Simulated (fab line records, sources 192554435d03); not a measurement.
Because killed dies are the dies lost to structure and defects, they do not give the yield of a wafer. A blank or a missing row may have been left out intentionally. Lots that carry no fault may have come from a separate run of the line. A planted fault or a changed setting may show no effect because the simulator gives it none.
Struck lot and sound lot, side by side -- flow n5 finfet -- 34 out of 1938 route steps
Sound: these wafers, L325.1, L325.4, L325.6. Struck: wafer L345.6 (L345.1, L345.4, from the same lot, were not struck and are left out); the cause is given at the end.
Each step with rows lists, per side, the tool, then ch with its chambers, then its first start. Under that, the readings that differ: sound wafers -- struck wafers -- difference of the means -- sigmas: that difference in standard deviations of wafers without a fault.
alike: a reading whose means differ by less than 2 such deviations, as well as words and numbers matching on both sides. not compared: withheld readings; readings where some wafer has no value; bounds like >300 that might hide an equal value; numbers whose values overlap and for which the record gives no deviation.
The two part at a step that has a row with sigmas, a row that says differs or no value, or rows on one side only. When numbers do not overlap yet have no deviation, they are printed without sigmas and do not part them. A reading that every wafer of one side lacks parts them only if that side has two wafers or more.

N5_BEOL_M9_CD_MEAS_35: target cd 70 nm, target cd y 40 nm.
  sound on cd sem-02, day 11 04:58; struck on cd sem-03, day 16 21:26
reading,sound,struck,difference,sigmas
cd nm (nm),70.4 69.9 69.8,71.2,+1.2,+2
then, 2 steps without rows for these wafers: N5_BEOL_M9_CURE_72 (cures SiCOH lowk, time 120 s); N5_BEOL_M9_DEGAS_44 (time 60 s).
N5_BEOL_M9_PRE_CLEAN_45: time 30 s.
  sound on pvd sputter-01, day 11 06:52; struck on pvd sputter-02, day 16 22:08
  alike: heater power w
N5_BEOL_M9_ALD_74: deposits TaN, target thk 2 nm, pulse time 2 s, purge time 3 s.
  sound on ald metal-01 ch 0,2,3, day 11 07:10; struck on ald metal-01 ch 2, day 16 22:11
  alike: heater power outer w, heater power w
then, 5 steps without rows for these wafers: N5_BEOL_M9_SURFACE_TREAT_79; N5_BEOL_M9_CVD_78 (deposits Co from CCTBA/H2, target thk 2 nm, time 138.9 s); N5_BEOL_M9_SPUTTER_48 (material Cu, target thk 12 nm, time 2 s); N5_BEOL_M9_ECD_50 (material Cu, target thk 318 nm); N5_BEOL_M9_ANNEAL_51 (time 90 s).
N5_BEOL_M9_CMP_52: polishes, stops on SiCOH lowk, t overpolish 7 s, target thk 140 nm.
  sound on cmp-04 ch 2,3, day 11 08:14; struck on cmp-04 ch 3, day 17 00:14
reading,sound,struck,difference,sigmas
edge zone pressure frac,0.985 1.001 0.995,1.008,+0.014,+3
  alike: barrier field endpoint s, motor current A, overpolish run s, platen rpm, slurry filter dp kPa, time to endpoint s
N5_BEOL_M9_THK_MEAS_53: measures by xrf.
  sound on film metro-01, day 11 08:31; struck on film metro-01, day 17 00:30
  alike: M9_THK
N5_BEOL_M9_PRE_CLEAN_55: time 15 s.
  sound on pecvd-04 ch 0,1, day 11 08:34; struck on pecvd-01 ch 2, day 17 00:32
  alike: rf fwd power W
then, 1 step without rows for these wafers: N5_BEOL_M9_DEP_56 (deposits SiCN from 3MS/NH3, target thk 15 nm, time 26.5 s).
N5_BEOL_M9_RS_MEAS_57: measures by four-point-probe.
  sound on film metro-02, day 11 08:40; struck on film metro-02, day 17 00:38
  alike: M9_RS
N5_BEOL_M9_INSPECT_58: inspects for defects (darkfield).
  sound on defect inspect-01, day 11 08:41; struck on defect inspect-01, day 17 00:40
reading,sound,struck,difference,sigmas
raw defect count,59 58 51,1207,+1151,+61
N5_BEOL_M10_ILD_DEP_00: deposits SiCOH lowk from DEMS/porogen, target thk 308.51 nm, time 58 s.
  sound on pecvd-04 ch 0,1,2, day 11 08:43; struck on pecvd-01 ch 1, day 17 00:42
reading,sound,struck,difference,sigmas
rf fwd power W (W),493.8 497.2 499.1,489.8,-6.9,-3
  alike: heater power outer w, heater power w, showerhead plenum p Torr, throttle valve pct
then, 1 step without rows for these wafers: N5_BEOL_M10_CURE_71 (cures SiCOH lowk, time 240 s).
N5_BEOL_M10_THK_MEAS_01:
  sound on film metro-01, day 11 09:19; struck on film metro-01, day 17 01:23
  alike: M10_ILD_THK
then, 1 step without rows for these wafers: N5_BEOL_M10_PECVD_70 (deposits SiO2 from TEOS/O2, target thk 20 nm, time 22.7 s).
N5_BEOL_M10_HM_DEP_02: deposits TiN, target thk 20 nm.
  sound on pvd sputter-01, day 11 11:13; struck on pvd sputter-03, day 17 03:37
  alike: chamber pressure pa, throttle valve pct
then, 8 steps without rows for these wafers: N5_BEOL_M10_COAT_59 (time 60 s, resist thk 100 nm); N5_BEOL_M10_COAT_60 (time 60 s, resist thk 30 nm); N5_BEOL_M10_COAT_05 (resist thk 90 nm); N5_BEOL_M10_EBR_07; N5_BEOL_M10_SOFTBAKE_06 (time 60 s); N5_BEOL_M10_EXPOSE_08 (exposes mask M10); N5_BEOL_M10_PEB_09 (peb time 60 s); N5_BEOL_M10_DEVELOP_10 (develop time 30 s).
N5_BEOL_M10_CD_MEAS_11: the cd target is 64.1 nm.
  sound on cd sem-02 ch 0, day 11 11:42; struck on cd sem-03 ch 0, day 17 04:02
  alike: cd nm
N5_BEOL_M10_OVL_MEAS_12:
  sound on overlay-02 ch 0, day 11 11:44; struck on overlay-02 ch 0, day 17 04:04
reading,sound,struck,difference,sigmas
M10_OVL (nm),0.8 -0.1 1.1,-1.6,-2.2,-3
N5_BEOL_M10_INSPECT_13: inspects for defects (brightfield).
  sound on defect inspect-01, day 11 11:46; struck on defect inspect-02, day 17 04:05
reading,sound,struck,difference,sigmas
raw defect count,298 313 251,1507,+1220,+16
then, 1 step without rows for these wafers: N5_BEOL_M10_DESCUM_16 (chemistry O2, time 7.9 s).
-- a jump in the record: the struck wafers' starts before and after are 2 days apart (it breaks off in module BEOL_M10 and resumes in module PASSIVATION, where the first step shown is number 1936 of the route) --
N5_PASSIVATION_PROBE_49:
  only the struck wafers here have rows in the record (prober-01, day 19 06:52); the sound ones have none

## WHERE THEY PART
First at N5_BEOL_M9_CD_MEAS_35; last, within this record, at N5_PASSIVATION_PROBE_49.

WHY: the cause the simulator had injected
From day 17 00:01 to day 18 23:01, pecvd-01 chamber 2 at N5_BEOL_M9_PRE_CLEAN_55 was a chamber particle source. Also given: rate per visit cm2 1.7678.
